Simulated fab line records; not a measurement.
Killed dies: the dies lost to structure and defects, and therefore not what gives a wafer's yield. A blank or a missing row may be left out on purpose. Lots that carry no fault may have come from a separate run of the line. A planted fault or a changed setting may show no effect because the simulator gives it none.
fab line records | flow nandHarc
[record] lots = 15 wafers = 45 lastDay = 24
route steps=1159 shown A_CONTACT@858
lots with no fault: from the same line, run without faults
startH: the number of hours between the record's first day and the start of the first shown wafer of the lot | waitH: how many hours have passed since the lot's step before this one | " unchanged from the row above | L1.1+2: a single row standing in for several wafers | - no value, or no start given | * or withheld: withheld | < > ~ a bound
route shown NAME@n: names a module that has steps shown in the file, with the first one's number in the route | usual: the fault-free wafers' mean and standard deviation | same: alike in all rows | chamber/n: place in a boat | sites: readings site by site | _std_site: standard deviation of those values | _edge_site: inner sites' mean taken away from outer sites' mean | radiusMm: for every site, how far away it sits from the centre of the wafer | mask NAME#n: copy n | behind: tool/chamber where the wafer was last shaped | hold: cause of the lot's hold/its duration in hours/its outcome | device: transistor that didn't switch, given as n, p or np | end of line: the tests these same wafers got at the end of their route | where a step has no rows: the recipe by itself | killed: dies that structure and defects cost at the first sort, which is not the same as the wafer's yield | map: the dies of a wafer, with x for killed, . for not killed, _ for no die there
set.NAME: setting as actually run; set.NAME@STEP: the setting as run at that earlier step | model.NAME: the simulator's own value behind a step, which no gauge read
the route's steps for a sample of lots (tables are steps, rows are wafers)
services: the hour from which a tool's chamber was out of use, counted from the record's first day as startH (under 0 if before that day), plus the number of hours and why
[[steps]]
[step NHARC_A_CONTACT_ETCH_48]
[recipe] targetDepthA = 390 overEtchFrac = 0.3 timeS = 65 ionEnergyEv = 80 cf4FlowSccm = 150 arFlowSccm = 0 rfW = 300 biasW = 100 chemistry = CF4
[usual] biasW = 100.0/0.3 cf4FlowSccm = 150.0/0.43 drypumpMotorCurrentA = 5.7/0.56 oesProductAu = 1.000/0.0069 rfVppV = 150.9/1.1 showerheadPlenumPTorr = 1.74/0.066 throttleValvePct = 13.283/0.0087
[same] overEtchFrac = 0.3
// columns lot.wafer tool chamber startH waitH biasW cf4FlowSccm drypumpMotorCurrentA oesProductAu rfHoursCounterH rfVppV showerheadPlenumPTorr throttleValvePct
L406.1 rieDiel-01 0 373.98 0.1 100.2 149.9 6.2 0.987 20 151.2 1.81 13.278
L406.3 " 1 " " 99.8 150.5 5.1 0.998 17 151.8 1.85 13.284
L406.2 " 3 " " 100.3 149.5 5.6 1.000 22 150.3 1.77 13.273
L407.4 rieDiel-05 1 376.24 0.1 99.8 150.0 6.1 1.004 3 149.4 1.70 13.281
L407.2 " 2 " " 99.5 150.2 4.7 1.003 3 152.7 1.76 13.276
L407.3 " 3 " " 100.5 150.4 5.0 0.980 2 150.7 1.75 13.286
L409.4 rieDiel-13 0 385.21 0.1 99.6 150.5 5.4 0.999 34 151.3 1.70 13.280
L409.5 " 3 " " 99.7 150.2 5.3 1.006 - 148.9 1.64 13.271
L409.6 " 0 " " 99.6 150.4 5.4 1.000 - 149.7 1.70 13.294
L410.1 rieDiel-05 2 390.31 0.3 99.4 149.9 4.7 0.994 6 152.0 1.76 13.299
L410.3 " 3 " " 100.3 150.3 5.0 0.998 6 150.9 1.75 13.283
L410.2 " 0 " " 99.8 149.8 5.8 1.001 6 150.1 1.73 13.278
L412.3 rieDiel-05 0 413.01 0.1 100.3 149.8 5.8 0.993 9 150.8 1.72 13.282
L412.1 " 1 " " 99.9 149.3 6.1 1.001 10 150.3 1.70 13.272
L412.4 " 2 " " 99.8 149.4 4.7 0.996 10 152.7 1.76 13.286
L411.1 rieDiel-05 0 419.30 0.1 100.5 150.7 5.8 0.999 10 150.6 1.72 13.270
L411.4 " 1 " " 99.8 150.1 6.1 1.004 11 149.5 1.70 13.274
L411.5 " 1 " " 99.6 149.9 6.1 1.008 - 150.3 1.70 13.283
L413.3 rieDiel-13 0 431.86 0.1 100.4 149.1 5.4 0.993 50 149.9 1.70 13.290
L413.4 " 1 " " 99.7 150.1 6.4 1.001 50 149.1 1.64 13.295
L413.6 " 1 " " 100.1 150.3 6.4 0.999 - 150.0 1.64 13.278
L417.1 rieDiel-05 3 464.56 0.1 100.2 150.2 5.0 0.998 16 151.4 1.75 13.293
L417.4 " 3 " " 99.8 150.0 5.0 0.995 - 150.9 1.75 13.291
L417.6 " 1 " " 100.1 150.0 6.1 1.011 - 151.9 1.70 13.273
L422.1 rieDiel-01 3 467.20 0.1 99.9 150.0 5.7 0.993 55 150.1 1.76 13.285
L422.6 " 2 " " 100.0 150.4 6.3 1.008 - 150.6 1.72 13.285
L422.5 " 3 " " 99.7 149.5 5.7 0.993 - 149.8 1.76 13.286
L416.4 rieDiel-01 3 468.67 0.1 99.7 150.3 5.7 1.004 55 150.5 1.76 13.281
L416.2 " 0 " " 100.1 150.4 6.2 1.007 55 151.4 1.80 13.289
L416.6 " 0 " " 100.4 150.1 6.2 1.003 - 150.6 1.80 13.274
L421.1 rieDiel-01 2 474.65 0.1 100.4 150.1 6.3 0.996 58 149.6 1.72 13.267
L421.2 " 1 " " 100.7 148.9 5.1 1.016 55 151.6 1.84 13.277
L421.6 " 2 " " 100.0 149.8 6.3 1.001 - 150.0 1.72 13.281
L424.3 rieDiel-13 1 479.12 0.1 100.1 150.6 6.4 1.002 8 152.4 1.91 13.278
L424.1 " 2 " " 99.5 149.5 6.3 1.004 7 150.1 1.71 13.290
L424.2 " 0 " " 100.1 150.0 5.4 0.998 7 149.4 1.69 13.270
L425.2 rieDiel-05 0 493.80 0.1 99.7 150.3 5.8 0.999 21 151.1 1.72 13.289
L425.1 " 2 " " 99.8 149.9 4.7 1.000 24 151.3 1.76 13.265
L425.6 " 3 " " 100.3 151.3 5.0 0.991 - 150.5 1.75 13.292
L428.3 rieDiel-13 2 503.05 0.1 101.0 150.2 6.3 0.997 16 151.1 1.71 13.286
L428.4 " 3 " " 100.2 149.8 5.3 1.000 15 152.1 1.90 13.283
L428.6 " 3 " " 100.1 149.6 5.3 1.005 - 153.6 1.90 13.292
L427.2 rieDiel-13 2 506.42 0.1 99.9 149.7 6.3 0.996 17 149.5 1.71 13.293
L427.6 " 2 " " 100.4 149.7 6.3 1.004 - 149.6 1.71 13.278
L427.5 " 3 " " 99.9 150.2 5.3 0.995 - 152.7 1.90 13.270
[step NHARC_A_CONTACT_ETCH_114]
[recipe] sourceW = withheld pressureMtorr = 20 biasV = 3000 timeS = 94 targetDepthA = 9220 arFlowSccm = withheld c4f8FlowSccm = withheld o2FlowSccm = withheld chemistry = C4F8/O2/Ar
[usual] chamberPressureMTorr = 20.000/0.017 oesAirLineAu = 0.997/0.02
// columns lot.wafer tool chamber startH waitH chamberPressureMTorr oesAirLineAu rfHoursCounterH
L406.2 harCapEtch-02 1 375.54 0.1 19.990 1.011 9
L406.1 " 0 " " 19.997 0.987 9
L406.3 " 1 " " 20.010 1.000 -
L407.2 harCapEtch-01 0 378.16 0.1 19.998 1.003 56
L407.4 " 0 " " 19.982 1.031 -
L407.3 " 1 " " 20.002 0.983 -
L409.4 harCapEtch-02 0 386.80 0.1 19.995 0.954 -
L409.6 " 0 " " 20.009 0.965 -
L409.5 " 1 " " 19.995 1.015 -
L410.2 harCapEtch-01 1 392.08 0.1 19.997 0.992 61
L410.1 " 0 " " 20.013 1.013 61
L410.3 " 1 " " 19.976 0.967 -
L412.1 harCapEtch-03 1 414.71 0.1 20.053 1.003 89
L412.3 " 0 " " 20.047 0.995 -
L412.4 " 1 " " 19.996 1.006 -
L411.1 harCapEtch-01 0 420.88 0.1 20.001 0.985 64
L411.4 " 0 " " 20.002 1.007 -
L411.5 " 1 " " 20.007 0.960 -
L413.3 harCapEtch-03 0 433.83 0.1 20.000 1.016 -
L413.4 " 1 " " 20.009 0.961 -
L413.6 " 1 " " 19.988 0.979 -
L417.1 harCapEtch-02 1 466.35 0.1 20.004 1.042 24
L417.4 " 0 " " 19.992 0.988 -
L417.6 " 1 " " 19.971 1.043 -
L422.1 harCapEtch-02 1 468.78 0.1 20.001 0.963 25
L422.5 " 1 " " 19.969 0.999 -
L422.6 " 0 " " 19.995 0.999 -
L416.2 harCapEtch-03 0 470.40 0.1 19.976 1.039 96
L416.4 " 0 " " 19.981 1.000 -
L416.6 " 0 " " 19.992 0.982 -
L421.1 harCapEtch-03 0 476.20 0.1 19.965 0.984 98
L421.2 " 1 " " 20.001 1.008 98
L421.6 " 0 " " 19.995 1.002 -
L424.1 harCapEtch-02 0 480.79 0.1 19.986 1.010 29
L424.2 " 1 " " 20.003 1.009 29
L424.3 " 1 " " 19.981 0.996 -
L425.2 harCapEtch-02 0 495.37 0.1 20.011 1.006 31
L425.1 " 1 " " 20.009 0.982 31
L425.6 " 0 " " 19.997 1.010 -
L428.4 harCapEtch-02 0 504.81 0.1 20.011 0.991 -
L428.3 " 1 " " 20.008 1.003 -
L428.6 " 0 " " 20.001 0.957 -
L427.2 harCapEtch-03 1 507.99 0.1 19.986 0.994 107
L427.5 " 1 " " 20.008 1.008 -
L427.6 " 0 " " 19.978 0.990 -
[step NHARC_A_CONTACT_ETCH_118]
[recipe] sourceW = withheld pressureMtorr = 20 biasV = 3000 timeS = 94 targetDepthA = 9220 arFlowSccm = withheld c4f8FlowSccm = withheld o2FlowSccm = withheld chemistry = C4F8/O2/Ar
[usual] chamberPressureMTorr = 20.000/0.019 oesAirLineAu = 1.001/0.021
// columns lot.wafer tool chamber startH waitH chamberPressureMTorr oesAirLineAu rfHoursCounterH
L406.2 harCapEtch-02 1 375.90 0.1 19.988 0.984 9
L406.1 " 0 " " 20.005 0.993 9
L406.3 " 1 " " 19.986 0.974 -
L407.2 harCapEtch-01 0 378.52 0.1 20.014 0.970 56
L407.4 " 0 " " 19.992 0.984 -
L407.3 " 1 " " 20.005 1.025 -
L409.4 harCapEtch-02 0 387.16 0.1 19.979 1.005 -
L409.6 " 0 " " 19.989 1.004 -
L409.5 " 1 " " 19.992 0.991 -
L410.2 harCapEtch-01 1 392.44 0.1 20.003 0.998 61
L410.1 " 0 " " 19.992 0.997 61
L410.3 " 1 " " 20.026 0.975 -
L412.1 harCapEtch-03 1 415.20 0.1 19.989 1.017 90
L412.3 " 0 " " 20.024 1.012 -
L412.4 " 1 " " 20.010 1.035 -
L411.1 harCapEtch-01 0 421.24 0.1 19.989 1.008 65
L411.4 " 0 " " 19.993 1.008 -
L411.5 " 1 " " 20.009 0.996 -
L413.3 harCapEtch-03 0 434.19 0.1 20.021 1.007 -
L413.4 " 1 " " 19.995 1.044 -
L413.6 " 1 " " 19.980 1.022 -
L417.1 harCapEtch-02 1 466.71 0.1 19.986 1.002 24
L417.4 " 0 " " 19.987 1.021 -
L417.6 " 1 " " 20.012 1.011 -
L422.1 harCapEtch-02 1 469.15 0.1 20.005 1.015 25
L422.5 " 1 " " 20.015 0.967 -
L422.6 " 0 " " 19.979 0.993 -
L416.2 harCapEtch-03 0 470.76 0.1 20.004 1.019 97
L416.4 " 0 " " 20.002 1.027 -
L416.6 " 0 " " 20.001 1.007 -
L421.1 harCapEtch-03 0 476.57 0.1 19.996 1.015 98
L421.2 " 1 " " 19.973 1.030 98
L421.6 " 0 " " 20.033 1.025 -
L424.1 harCapEtch-02 0 481.28 0.1 20.019 1.006 29
L424.2 " 1 " " 20.027 0.997 29
L424.3 " 1 " " 19.993 1.003 -
L425.2 harCapEtch-02 0 495.73 0.1 19.990 0.961 31
L425.1 " 1 " " 20.020 0.963 31
L425.6 " 0 " " 20.002 0.986 -
L428.4 harCapEtch-02 0 505.17 0.1 20.019 0.982 -
L428.3 " 1 " " 19.997 0.992 -
L428.6 " 0 " " 20.005 0.983 -
L427.2 harCapEtch-03 1 508.35 0.1 19.966 1.034 107
L427.5 " 1 " " 19.973 0.968 -
L427.6 " 0 " " 19.967 0.993 -
[step NHARC_A_CONTACT_ETCH_119]
[recipe] sourceW = withheld pressureMtorr = 20 biasV = 3000 timeS = 94 targetDepthA = 9220 arFlowSccm = withheld c4f8FlowSccm = withheld o2FlowSccm = withheld chemistry = C4F8/O2/Ar
[usual] chamberPressureMTorr = 19.998/0.019 oesAirLineAu = 1.000/0.019
// columns lot.wafer tool chamber startH waitH chamberPressureMTorr oesAirLineAu rfHoursCounterH
L406.2 harCapEtch-02 1 375.99 0.1 19.972 1.039 9
L406.1 " 0 " " 19.995 1.001 9
L406.3 " 1 " " 19.988 1.005 -
L407.2 harCapEtch-01 0 378.61 0.1 19.965 1.012 56
L407.4 " 0 " " 19.991 1.015 -
L407.3 " 1 " " 19.998 0.956 -
L409.4 harCapEtch-02 0 387.25 0.1 19.982 1.016 -
L409.6 " 0 " " 20.029 1.007 -
L409.5 " 1 " " 20.034 0.970 -
L410.2 harCapEtch-01 1 392.53 0.1 19.961 0.990 61
L410.1 " 0 " " 20.003 0.991 61
L410.3 " 1 " " 19.999 0.969 -
L412.1 harCapEtch-03 1 415.32 0.1 20.046 0.983 90
L412.3 " 0 " " 20.006 0.996 -
L412.4 " 1 " " 20.009 1.000 -
L411.1 harCapEtch-01 0 421.32 0.1 19.999 1.007 65
L411.4 " 0 " " 20.004 1.013 -
L411.5 " 1 " " 19.978 0.996 -
L413.3 harCapEtch-03 0 434.28 0.1 19.985 1.027 -
L413.4 " 1 " " 20.008 0.999 -
L413.6 " 1 " " 20.028 1.015 -
L417.1 harCapEtch-02 1 466.80 0.1 - - -
L417.4 " 0 " " - - -
L417.6 " 1 " " - - -
L422.1 harCapEtch-02 1 469.24 0.1 - - -
L422.5 " 1 " " - - -
L422.6 " 0 " " - - -
L416.2 harCapEtch-03 0 470.85 0.1 - - -
L416.4 " 0 " " - - -
L416.6 " 0 " " - - -
L421.1 harCapEtch-03 0 476.66 0.1 19.978 1.005 98
L421.2 " 1 " " 19.991 0.975 98
L421.6 " 0 " " 20.001 1.003 -
L424.1 harCapEtch-02 0 481.40 0.1 19.974 0.989 29
L424.2 " 1 " " 20.010 1.018 29
L424.3 " 1 " " 19.981 1.003 -
L425.2 harCapEtch-02 0 495.82 0.1 19.991 0.998 31
L425.1 " 1 " " 20.012 1.011 31
L425.6 " 0 " " 20.005 1.001 -
L428.4 harCapEtch-02 0 505.26 0.1 19.995 0.971 -
L428.3 " 1 " " 19.985 1.016 -
L428.6 " 0 " " 19.993 1.018 -
L427.2 harCapEtch-03 1 508.45 0.1 20.015 1.014 107
L427.5 " 1 " " 19.975 0.988 -
L427.6 " 0 " " 19.959 1.016 -
[[services]]
// columns tool chamber startH hours kind
rieDiel-05 - 354.82 0.4 repair
harCapEtch-02 - 360.28 0.4 repair
rieDiel-05 0 366.96 4.6 repair
rieDiel-05 0 374.12 - clean
rieDiel-05 1 374.12 - clean
rieDiel-05 2 374.12 - clean
rieDiel-05 3 374.12 - clean
rieDiel-05 0 398.83 - clean
rieDiel-05 1 398.83 - clean
rieDiel-05 2 398.83 - clean
rieDiel-05 3 398.83 - clean
rieDiel-05 0 423.36 - clean
rieDiel-05 1 423.36 - clean
rieDiel-05 2 423.36 - clean
rieDiel-05 3 423.36 - clean
rieDiel-05 0 447.86 - clean
rieDiel-05 1 447.86 - clean
rieDiel-05 2 447.86 - clean
rieDiel-05 3 447.86 - clean
rieDiel-13 - 453.21 9.0 pm
rieDiel-05 - 458.16 1.0 repair
rieDiel-05 0 472.36 - clean
rieDiel-01 - 491.90 9.0 pm
rieDiel-05 3 501.35 4.8 repair
[[key]]
[firstSign] step = NHARC_A_CONTACT_ETCH_119 reading = toolRecord direction = missing
effect none on later readings
metAt NHARC_A_CONTACT_ETCH_119
struckLots L416,L417,L422
laterRowsLeftOut L416.2,L416.4,L416.6,L417.1,L417.4,L417.6,L422.1,L422.5,L422.6
sortLeftOut L416.2,L416.4,L416.6,L417.1,L417.4,L417.6,L422.1,L422.5,L422.6
testerLeftOut L416,L417,L422
notActingAt NHARC_A_CONTACT_ETCH_48,NHARC_A_CONTACT_ETCH_114,NHARC_A_CONTACT_ETCH_118
onsetBetween 434.28 466.80
[fault] kind = skippedStepWhole tool = harCapEtch-02,harCapEtch-03 chamber = - onsetH = 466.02 steps = NHARC_A_CONTACT_ETCH_119 scope = struckLotsOnly
// testerLeftOut: of these lots the tester's yield and bins aren't shown, on N5 and GAA mostly nor the transistor test; their killed dies are dies lost to structure and defects alone, not to doping, threshold or leakage, so they don't give the yield
// sortLeftOut: the simulated sort isn't trusted on such a fault, so these wafers' sort isn't shown, and their yield isn't known
// laterRowsLeftOut: the simulator's readings of these wafers behind a module that went badly wrong aren't trusted and aren't shown, but for the sort
